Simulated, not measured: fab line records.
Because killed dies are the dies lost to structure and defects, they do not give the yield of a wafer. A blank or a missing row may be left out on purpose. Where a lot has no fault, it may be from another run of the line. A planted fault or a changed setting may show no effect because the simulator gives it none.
The tool behind it: which one? :: flow nand_harc :: Sampling: 12 lots, 36 wafers, 3 of 1302 route steps

## WHAT EACH GAUGE READ, for each wafer
NHARC_A_WL_FILL_INSPECT_15.
lot: L076
measured: day 21 18:41
on: defect_inspect-01
raw_defect_count: 657 474 577

lot: L077
measured: day 22 07:44
on: defect_inspect-02
raw_defect_count: 421 498 585

lot: L079
measured: day 23 07:22
on: defect_inspect-01
raw_defect_count: 778 461 421

lot: L081
measured: day 25 01:17
on: defect_inspect-02
raw_defect_count: 598 311 488

lot: L083
measured: day 25 09:14
on: defect_inspect-01
raw_defect_count: 566 707 575

lot: L086
measured: day 25 21:17
on: defect_inspect-01
raw_defect_count: 668 551 591

lot: L087
measured: day 26 04:34
on: defect_inspect-01
raw_defect_count: 540 420 382

lot: L088
measured: day 27 14:14
on: defect_inspect-02
raw_defect_count: 458 821 616

lot: L090
measured: day 28 07:31
on: defect_inspect-02
raw_defect_count: 343 471 452

lot: L094
measured: day 29 19:10
on: defect_inspect-02
raw_defect_count: 366 387 528

lot: L096
measured: day 30 07:47
on: defect_inspect-01
raw_defect_count: 474 353 389

lot: L097
measured: day 31 08:23
on: defect_inspect-01
raw_defect_count: 549 693 737

## TOOL THAT RAN EACH LOT (tool first, then ch and the chambers of the sampled wafers, then the start)
lot: L076
NHARC_A_WL_FILL_ALD_19: ald_metal-03 ch 0,2,3, day 21 17:53
NHARC_A_WL_FILL_CVD_20: cvd_w-02 ch 0,1, day 21 18:41 or earlier

lot: L077
NHARC_A_WL_FILL_ALD_19: ald_metal-03 ch 0,2,3, day 22 06:53
NHARC_A_WL_FILL_CVD_20: cvd_w-02 ch 0,1, day 22 07:44 or earlier

lot: L079
NHARC_A_WL_FILL_ALD_19: ald_metal-04 ch 2,3, day 23 06:33
NHARC_A_WL_FILL_CVD_20: cvd_w-01 ch 0,1, day 23 07:22 or earlier

lot: L081
NHARC_A_WL_FILL_ALD_19: ald_metal-02 ch 0,3, day 25 00:25
NHARC_A_WL_FILL_CVD_20: cvd_w-01 ch 0,1, day 25 01:17 or earlier

lot: L083
NHARC_A_WL_FILL_ALD_19: ald_metal-02 ch 0,2,3, day 25 08:24
NHARC_A_WL_FILL_CVD_20: cvd_w-02 ch 0,1, day 25 09:14 or earlier

lot: L086
NHARC_A_WL_FILL_ALD_19: ald_metal-02 ch 0,1, day 25 20:27
NHARC_A_WL_FILL_CVD_20: cvd_w-01 ch 0,1, day 25 21:17 or earlier

lot: L087
NHARC_A_WL_FILL_ALD_19: ald_metal-02 ch 0,1, day 26 03:43
NHARC_A_WL_FILL_CVD_20: cvd_w-01 ch 0,1, day 26 04:34 or earlier

lot: L088
NHARC_A_WL_FILL_ALD_19: ald_metal-03 ch 0,3, day 27 11:56
NHARC_A_WL_FILL_CVD_20: cvd_w-01 ch 0,1, day 27 14:14 or earlier

lot: L090
NHARC_A_WL_FILL_ALD_19: ald_metal-03 ch 1,3, day 28 06:33
NHARC_A_WL_FILL_CVD_20: cvd_w-01 ch 0,1, day 28 07:31 or earlier

lot: L094
NHARC_A_WL_FILL_ALD_19: ald_metal-04 ch 0,3, day 29 18:17
NHARC_A_WL_FILL_CVD_20: cvd_w-02 ch 0,1, day 29 19:10 or earlier

lot: L096
NHARC_A_WL_FILL_ALD_19: ald_metal-03 ch 1,3, day 30 06:58
NHARC_A_WL_FILL_CVD_20: cvd_w-01 ch 1, day 30 07:47 or earlier

lot: L097
NHARC_A_WL_FILL_ALD_19: ald_metal-03 ch 0,1,2, day 31 07:25
NHARC_A_WL_FILL_CVD_20: cvd_w-02 ch 1, day 31 08:23 or earlier
- NHARC_A_WL_FILL_ALD_19: deposits TiN, target thk 2 nm, pulse time 3 s, ald cycles 100.
- NHARC_A_WL_FILL_CVD_20: deposits W, target thk 100 nm, time 74 s.

## THE ANSWER, worked out from the rows above alone
Rule: what is usual is taken from the lots themselves. The widest of any qualifying gaps counts: lots, ordered by their means at a reading, are off when they make up no more than a third of the lots, leave a main group of 4 or more, and stand apart from it by 3 or more times the standard deviation of that group's means. If all means in a main group match to the digits the tables above print for the reading, that group is not used. Also off: a lot with no number at a reading for which 4 or more lots have one. Where the step has rows for the other lots, those lots are counted as sound.
No lot is off at any reading shown: from this, nothing can be told.

## WHAT WAS PUT IN BY THE SIMULATOR
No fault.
